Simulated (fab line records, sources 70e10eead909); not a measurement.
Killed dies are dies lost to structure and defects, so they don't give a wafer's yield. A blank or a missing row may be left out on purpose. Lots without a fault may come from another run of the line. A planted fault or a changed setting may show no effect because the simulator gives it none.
fab line records | flow nand_harc
record lots=6 wafers=18 last_day=24
route steps=1159 shown A_CHANNEL_FILL_D1@501 END@1159
lots that met no fault: from a run of the same line without faults
start_h: hours from the record's first day to the start of the lot's first wafer shown | wait_h: hours since the lot's step before | " the same as in the row above | L1.1+2: a row that stands for several wafers | - no value, or no start given | * or withheld: withheld | < > ~ a bound
route shown NAME@n: a module of which the file shows steps, and the number in the route of the first | usual: mean/standard deviation of fault-free wafers | same: alike in all rows | chamber/n: place in a boat | sites: the reading at each site | _std_site: their standard deviation | _edge_site: outer sites' mean less inner sites' | radius_mm: how far each site lies from the wafer's centre | mask NAME#n: copy n | behind: the tool/chamber that last shaped the wafer | hold: why the lot was held/for how many hours/how that ended | device: the transistor (n, p or np) that didn't switch | end of line: the same wafers' tests at the end of the route | a step without rows: its recipe alone | killed: dies lost to structure and defects at the first sort, not the wafer's yield | map: a wafer's dies, x killed, . not, _ none there
set.NAME: the setting as run; set.NAME@STEP: as run at that earlier step | model.NAME: the simulator's own value behind a step, which no gauge read
lots at some steps of the route; a table a step, a row a wafer
services: from which hour (start_h, from the record's first day; less than 0 if before it) a tool's chamber was out of use, for how many hours, and why
## steps
# step NHARC_A_CHANNEL_FILL_D1_STRIP_28
# recipe time_s=20 o2_flow_sccm=500 ar_flow_sccm=0 bias_w=0 chemistry=O2
# usual drypump_motor_current_A=5.8/0.48 o2_flow_sccm=499.8/1.4 oes_product_au=0.999/0.0095 rf_vpp_V=57.7/0.92 showerhead_plenum_p_Torr=3.50/0.15 throttle_valve_pct=17.036/0.0094
# columns lot.wafer tool chamber start_h wait_h drypump_motor_current_A o2_flow_sccm oes_product_au rf_hours_counter_h rf_vpp_V showerhead_plenum_p_Torr throttle_valve_pct
L814.2 rie_diel-12 1 221.18 0.1 6.6 498.4 1.005 2 58.5 3.45 17.026
L814.4 " 2 " " 6.3 502.5 0.994 2 57.0 3.75 17.024
L814.3 " 3 " " 5.3 501.3 0.998 1 58.7 3.64 17.020
L816.3 rie_diel-01 1 248.87 0.1 5.8 500.7 1.014 2 57.2 3.45 17.029
L816.4 " 3 " " 6.5 501.5 1.004 2 58.4 3.45 17.039
L816.6 " 2 " " 5.8 498.3 1.010 - 56.3 3.31 17.034
L821.2 rie_diel-01 3 281.66 0.1 6.5 500.3 0.986 3 57.5 3.45 17.020
L821.4 " 1 " " 5.8 499.6 0.989 3 58.3 3.45 17.045
L821.3 " 2 " " 5.8 498.8 1.002 3 56.0 3.31 17.048
L823.4 rie_diel-03 2 281.66 0.1 5.4 499.7 0.992 2 58.7 3.79 17.033
L823.1 " 3 " " 5.7 500.0 1.005 2 57.9 3.49 17.016
L823.2 " 0 " " 5.0 498.4 0.999 2 58.4 3.46 17.031
L831.4 rie_diel-12 1 329.00 0.1 6.6 499.8 0.998 20 58.2 3.45 17.033
L831.5 " 3 " " 5.4 499.3 0.991 - 58.3 3.63 17.034
L831.6 " 0 " " 5.5 500.0 1.001 - 56.9 3.28 17.043
L833.2 rie_diel-01 2 351.85 0.1 5.8 499.0 0.976 1 57.9 3.31 17.038
L833.6 " 2 " " 5.8 500.1 0.994 - 58.1 3.31 17.045
L833.4 " 0 " " 5.9 499.7 1.010 - 59.1 3.50 17.046
# step NHARC_A_CHANNEL_FILL_D1_PRECLEAN_21
# recipe time_s=30 chemistry=dHF
# step NHARC_A_CHANNEL_FILL_D1_SRD_23
# step NHARC_A_CHANNEL_FILL_D1_CVD_05
# recipe target_thk_a=50 temp_c=550 material=poly-Si
# step NHARC_A_CHANNEL_FILL_D1_ANNEAL_22
# recipe temp_c=620 time_s=7200
# step NHARC_A_CHANNEL_FILL_D1_ALD_25
# recipe target_thk_a=600 pulse_time_s=10 ald_cycles=600 temp_c=300 material=SiOx
# usual heater_power_w=487/52 precursor_pulse_height_rel=0.998/0.02 susceptor_temp_C=299.96/0.2
# same pulse_time_s=10
# columns lot.wafer tool chamber start_h wait_h heater_power_w precursor_pulse_height_rel susceptor_temp_C
L814.4 ald_hk-02 2 235.50 2.6 506 0.972 299.78
L814.3 " 3 " " 566 1.012 300.05
L814.2 " 0 " " 407 1.002 299.79
L816.4 ald_hk-03 1 260.47 0.0 507 0.987 300.15
L816.3 " 3 261.71 1.3 396 0.974 299.96
L816.6 " 2 263.57 3.2 502 1.032 299.96
L823.2 ald_hk-04 2 294.31 0.7 492 0.983 300.00
L823.1 " 3 " " 546 1.014 300.06
L823.4 " 0 " " 426 1.015 299.88
L821.3 ald_hk-03 3 294.40 0.8 395 1.015 299.69
L821.2 " 0 295.62 2.0 505 1.049 299.99
L821.4 " 2 298.06 4.4 507 0.995 299.95
L831.4 ald_hk-03 0 342.00 1.3 473 1.034 300.09
L831.5 " 2 343.22 2.5 511 0.962 300.14
L831.6 " 3 " " 379 1.018 300.04
L833.4 ald_hk-04 3 363.36 0.1 534 0.972 300.04
L833.2 " 2 365.18 1.9 500 0.988 299.88
L833.6 " 3 " " 533 0.991 299.80
# step NHARC_A_CHANNEL_FILL_D1_ETCHBACK_08
# recipe target_depth_a=2200 time_s=110 c4f8_flow_sccm=20 ar_flow_sccm=withheld rf_w=600 bias_w=300 chemistry=C4F8
# usual oes_product_au=0.95/0.037 rf_vpp_V=440.3/2.7
# columns lot.wafer tool chamber start_h wait_h oes_product_au rf_hours_counter_h rf_vpp_V
L814.3 rie_diel-01 0 - - 1.01 2 439.4
L814.2 " 1 " " 1.00 2 438.7
L814.4 " 3 " " 0.99 2 439.2
L816.3 rie_diel-01 2 - - 0.93 2 437.5
L816.4 " 0 " " 0.92 3 442.0
L816.6 " 1 " " 0.91 - 439.7
L823.1 rie_diel-01 3 - - 0.93 3 438.8
L823.2 " 0 " " 0.93 4 438.8
L823.4 " 2 " " 0.94 3 438.0
L821.4 rie_diel-01 0 - - 0.92 4 440.5
L821.2 " 1 " " 0.93 4 438.8
L821.3 " 2 " " 0.93 3 436.8
L831.4 rie_diel-12 3 - - 0.92 23 443.0
L831.6 " 2 " " 0.92 - 443.6
L831.5 " 3 " " 0.92 - 443.7
L833.4 rie_diel-01 2 - - 0.92 1 437.2
L833.2 " 0 " " 0.93 1 441.5
L833.6 " 2 " " 0.92 - 437.5
# step NHARC_A_CHANNEL_FILL_D1_STRIP_29
# recipe time_s=20 o2_flow_sccm=500 ar_flow_sccm=0 bias_w=0 chemistry=O2
# usual drypump_motor_current_A=5.7/0.44 o2_flow_sccm=500.2/1.6 oes_product_au=1.000/0.0099 rf_vpp_V=57.6/0.87 showerhead_plenum_p_Torr=3.50/0.14 throttle_valve_pct=17.035/0.011
# columns lot.wafer tool chamber start_h wait_h drypump_motor_current_A o2_flow_sccm oes_product_au rf_hours_counter_h rf_vpp_V showerhead_plenum_p_Torr throttle_valve_pct
L814.3 rie_diel-01 3 - - 6.5 498.4 1.009 2 58.2 3.45 17.043
L814.4 " 0 " " 5.9 499.1 1.017 2 55.9 3.50 17.047
L814.2 " 1 " " 5.8 501.4 0.996 2 56.0 3.45 17.053
L816.4 rie_diel-01 1 - - 5.8 499.7 0.996 3 57.8 3.45 17.025
L816.3 " 3 " " 6.5 502.8 0.990 3 58.2 3.45 17.027
L816.6 " 2 " " 5.8 497.0 0.995 - 57.3 3.31 17.036
L823.1 rie_diel-01 0 - - 5.9 499.8 1.008 4 57.2 3.50 17.036
L823.2 " 1 " " 5.8 501.8 0.989 4 59.4 3.45 17.030
L823.4 " 2 " " 5.7 500.6 1.007 3 56.9 3.31 17.021
L821.2 rie_diel-01 2 - - 5.8 501.5 1.003 3 57.6 3.31 17.046
L821.3 " 3 " " 6.5 501.4 0.989 3 56.0 3.45 17.052
L821.4 " 0 " " 5.9 497.9 0.989 4 58.6 3.50 17.051
L831.4 rie_diel-12 1 - - 6.6 503.4 0.986 22 57.8 3.44 17.025
L831.6 " 3 " " 5.3 498.8 0.984 - 58.2 3.63 17.022
L831.5 " 0 " " 5.5 503.1 0.986 - 56.8 3.28 17.046
L833.2 rie_diel-01 1 - - 5.8 500.6 0.999 1 57.8 3.44 17.031
L833.4 " 2 " " 5.7 497.4 0.991 1 56.6 3.31 17.045
L833.6 " 1 " " 5.8 499.5 1.007 - 57.2 3.44 17.039
# step NHARC_A_CHANNEL_FILL_D1_PRECLEAN_30
# recipe time_s=30 chemistry=dHF
# step NHARC_A_CHANNEL_FILL_D1_SRD_31
# step NHARC_A_CHANNEL_FILL_D1_CVD_09
# recipe target_thk_a=1500 temp_c=620 pressure_mtorr=200 time_s=3000 material=poly-Si
# step NHARC_A_CHANNEL_FILL_D1_CMP_10
# recipe target_thk_nm=150
# usual edge_zone_pressure_frac=1.000/0.005 motor_current_A=11.7/1.5 retaining_ring_pressure_frac=1.000/0.0052 time_to_endpoint_s=15.9/2.4
# columns lot.wafer tool chamber start_h wait_h edge_zone_pressure_frac motor_current_A retaining_ring_pressure_frac time_to_endpoint_s
L814.4 cmp-02 2 246.90 0.4 0.998 13.9 1.016 14.8
L814.3 " 3 " " 1.001 10.5 0.993 12.5
L814.2 " 0 " " 1.000 10.6 1.001 17.5
L816.4 cmp-01 1 272.19 0.4 1.000 11.8 1.003 14.2
L816.3 " 3 " " 0.998 12.0 1.002 14.3
L816.6 " 2 " " 0.997 11.5 1.000 13.6
L823.2 cmp-01 0 305.01 0.4 - - - -
L823.1 " 1 " " - - - -
L823.4 " 2 " " - - - -
L821.2 cmp-04 3 309.47 0.4 - - - -
L821.3 " 0 " " - - - -
L821.4 " 2 " " - - - -
L831.4 cmp-04 2 352.21 0.4 0.999 10.9 1.004 17.8
L831.5 " 1 " " 1.002 9.2 1.012 14.6
L831.6 " 2 " " 0.990 9.5 0.999 18.4
L833.4 cmp-04 0 374.70 0.4 0.997 12.3 1.004 13.4
L833.2 " 1 " " 1.004 9.4 1.006 13.2
L833.6 " 1 " " 1.004 9.6 1.002 12.0
# step NHARC_END_SORT_01
# recipe temp_c=25
# usual killed_at_array=27/8 killed_at_other=0.8/1.2 killed_at_periphery=3.3/2.3 killed_dies=31/8.8 killed_open=3.2/2.1 killed_short=2.1/1.4
# same gross_dies=677
# columns lot.wafer tool chamber start_h wait_h killed_at_array killed_at_other killed_at_periphery killed_dies killed_open killed_short
L823.1 prober-02 0 509.59 2.5 672 0 5 677 4 0
L823.2 prober-02 0 510.39 2.8 673 1 3 677 1 3
L823.4 prober-02 0 511.98 3.4 675 1 1 677 2 1
L821.2 prober-01 0 530.58 2.8 673 1 3 677 2 2
L821.3 prober-01 0 531.39 3.1 674 0 3 677 7 2
L821.4 prober-01 0 532.19 3.4 670 5 2 677 4 3
# killed by level:class
L823.1 A_CHANNEL_FILL_D1:area_cmp=650 A_CHANNEL_HOLE_D1:chamber_film_flake=15 P_GATE:chamber_film_flake=3 A_CONTACT:chamber_film_flake=3 A_STAIRCASE:chamber_film_flake=2 P_STI:geometric_particle:open=1 P_M1:geometric_particle:open=1 A_CHANNEL_FILL_D1:geometric_particle:open=1
L823.2 A_CHANNEL_FILL_D1:area_cmp=650 A_CHANNEL_HOLE_D1:chamber_film_flake=12 A_CONTACT:chamber_film_flake=8 P_GATE:chamber_film_flake=3 A_ONON_D1:geometric_particle:open=1 A_WL_FILL:geometric_particle:short=1 A_M0:geometric_particle:short=1 STARTING-WAFER:geometric_particle:short=1
L823.4 A_CHANNEL_FILL_D1:area_cmp=647 A_CHANNEL_HOLE_D1:chamber_film_flake=18 A_CONTACT:chamber_film_flake=8 P_STI:geometric_particle:short=1 A_WL_FILL:geometric_particle:open=1 A_M0:geometric_particle:open=1 THIN_TSV:chamber_film_flake=1
L821.2 A_CHANNEL_FILL_D1:area_cmp=641 A_CHANNEL_HOLE_D1:chamber_film_flake=11 A_SLIT:chamber_film_flake=10 A_STAIRCASE:chamber_film_flake=3 A_CONTACT:chamber_film_flake=3 A_M0:chamber_film_flake=2 P_GATE:geometric_particle:open=1 P_M0:geometric_particle:short=1
L821.3 A_CHANNEL_FILL_D1:area_cmp=633 A_CHANNEL_HOLE_D1:chamber_film_flake=17 A_SLIT:chamber_film_flake=11 A_CONTACT:chamber_film_flake=6 A_CHANNEL_FILL_D1:geometric_particle:open=3 A_ONON_D1:geometric_particle:short=2 P_STI:geometric_particle:open=1 P_M0:geometric_particle:open=1
L821.4 A_CHANNEL_FILL_D1:area_cmp=628 A_CHANNEL_HOLE_D1:chamber_film_flake=18 A_SLIT:chamber_film_flake=10 A_CONTACT:chamber_film_flake=5 THIN_TSV:chamber_film_flake=5 A_M0:geometric_particle:open=2 P_CONTACT:geometric_particle:short=1 A_ONON_D1:geometric_particle:short=1
# map L821.2 (x killed, . not)
____________x____________
_________xxxxxxx_________
_______xxxxxxxxxxx_______
______xxxxxxxxxxxxx______
_____xxxxxxxxxxxxxxx_____
____xxxxxxxxxxxxxxxxx____
____xxxxxxxxxxxxxxxxx____
___xxxxxxxxxxxxxxxxxxx___
___xxxxxxxxxxxxxxxxxxx___
__xxxxxxxxxxxxxxxxxxxxx__
__xxxxxxxxxxxxxxxxxxxxx__
_xxxxxxxxxxxxxxxxxxxxxxx_
_xxxxxxxxxxxxxxxxxxxxxxx_
_xxxxxxxxxxxxxxxxxxxxxxx_
_xxxxxxxxxxxxxxxxxxxxxxx_
_xxxxxxxxxxxxxxxxxxxxxxx_
xxxxxxxxxxxxxxxxxxxxxxxxx
xxxxxxxxxxxxxxxxxxxxxxxxx
xxxxxxxxxxxxxxxxxxxxxxxxx
xxxxxxxxxxxxxxxxxxxxxxxxx
xxxxxxxxxxxxxxxxxxxxxxxxx
_xxxxxxxxxxxxxxxxxxxxxxx_
_xxxxxxxxxxxxxxxxxxxxxxx_
_xxxxxxxxxxxxxxxxxxxxxxx_
_xxxxxxxxxxxxxxxxxxxxxxx_
_xxxxxxxxxxxxxxxxxxxxxxx_
__xxxxxxxxxxxxxxxxxxxxx__
__xxxxxxxxxxxxxxxxxxxxx__
___xxxxxxxxxxxxxxxxxxx___
___xxxxxxxxxxxxxxxxxxx___
____xxxxxxxxxxxxxxxxx____
____xxxxxxxxxxxxxxxxx____
_____xxxxxxxxxxxxxxx_____
______xxxxxxxxxxxxx______
_______xxxxxxxxxxx_______
_________xxxxxxx_________
____________x____________
# map L823.1 (x killed, . not)
____________x____________
_________xxxxxxx_________
_______xxxxxxxxxxx_______
______xxxxxxxxxxxxx______
_____xxxxxxxxxxxxxxx_____
____xxxxxxxxxxxxxxxxx____
____xxxxxxxxxxxxxxxxx____
___xxxxxxxxxxxxxxxxxxx___
___xxxxxxxxxxxxxxxxxxx___
__xxxxxxxxxxxxxxxxxxxxx__
__xxxxxxxxxxxxxxxxxxxxx__
_xxxxxxxxxxxxxxxxxxxxxxx_
_xxxxxxxxxxxxxxxxxxxxxxx_
_xxxxxxxxxxxxxxxxxxxxxxx_
_xxxxxxxxxxxxxxxxxxxxxxx_
_xxxxxxxxxxxxxxxxxxxxxxx_
xxxxxxxxxxxxxxxxxxxxxxxxx
xxxxxxxxxxxxxxxxxxxxxxxxx
xxxxxxxxxxxxxxxxxxxxxxxxx
xxxxxxxxxxxxxxxxxxxxxxxxx
xxxxxxxxxxxxxxxxxxxxxxxxx
_xxxxxxxxxxxxxxxxxxxxxxx_
_xxxxxxxxxxxxxxxxxxxxxxx_
_xxxxxxxxxxxxxxxxxxxxxxx_
_xxxxxxxxxxxxxxxxxxxxxxx_
_xxxxxxxxxxxxxxxxxxxxxxx_
__xxxxxxxxxxxxxxxxxxxxx__
__xxxxxxxxxxxxxxxxxxxxx__
___xxxxxxxxxxxxxxxxxxx___
___xxxxxxxxxxxxxxxxxxx___
____xxxxxxxxxxxxxxxxx____
____xxxxxxxxxxxxxxxxx____
_____xxxxxxxxxxxxxxx_____
______xxxxxxxxxxxxx______
_______xxxxxxxxxxx_______
_________xxxxxxx_________
____________x____________
## services
# columns tool chamber start_h hours kind
rie_diel-12 - 202.40 9.0 pm
cmp-04 - 204.23 4.0 pm
rie_diel-03 - 215.30 9.0 pm
rie_diel-12 2 222.07 8.8 repair
rie_diel-12 1 225.80 1.7 repair
cmp-02 - 226.61 4.0 pm
cmp-04 - 227.95 1.3 repair
ald_hk-03 - 229.86 0.9 repair
rie_diel-12 - 246.86 0.2 repair
rie_diel-01 - 263.08 0.4 repair
cmp-01 - 276.90 1.7 repair
cmp-01 - 278.60 4.0 pm
cmp-01 - 284.71 3.3 repair
ald_hk-02 - 286.44 10.0 pm
cmp-04 - 302.23 4.0 pm
rie_diel-01 - 314.85 9.0 pm
cmp-02 - 319.97 1.5 repair
cmp-04 - 321.74 7.7 repair
ald_hk-03 - 324.68 10.0 pm
rie_diel-01 1 340.03 4.8 repair
rie_diel-12 0 341.87 4.2 repair
rie_diel-01 3 342.50 14.2 repair
rie_diel-12 2 354.91 22.2 repair
cmp-04 - 358.98 2.3 repair
## key
first_sign step=NHARC_A_CHANNEL_FILL_D1_CMP_10 reading=tool_record direction=missing
effect step=NHARC_END_SORT_01 reading=killed_at_array direction=up sigmas=81 usual=27 struck=673
more_kills_born_at NHARC_A_CHANNEL_FILL_D1_CMP_10@cmp-01=1947 NHARC_A_CHANNEL_FILL_D1_CMP_10@cmp-04=1902
met_at NHARC_A_CHANNEL_FILL_D1_CMP_10
struck_wafers L821.2,L821.3,L821.4,L823.1,L823.2,L823.4
later_rows_left_out L821.2,L821.3,L821.4,L823.1,L823.2,L823.4
tester_left_out L821,L823
onset_between 272.19 305.01
fault kind=skipped_step_whole tool=cmp-01,cmp-04 chamber=- onset_h=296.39 steps=NHARC_A_CHANNEL_FILL_D1_CMP_10 scope=struck_lots_only
# tester_left_out: of these lots the tester's yield and bins aren't shown, on N5 and GAA mostly nor the transistor test; their killed dies are dies lost to structure and defects alone, not to doping, threshold or leakage, so they don't give the yield
# later_rows_left_out: the simulator's readings of these wafers behind a module that went badly wrong aren't trusted and aren't shown, but for the sort
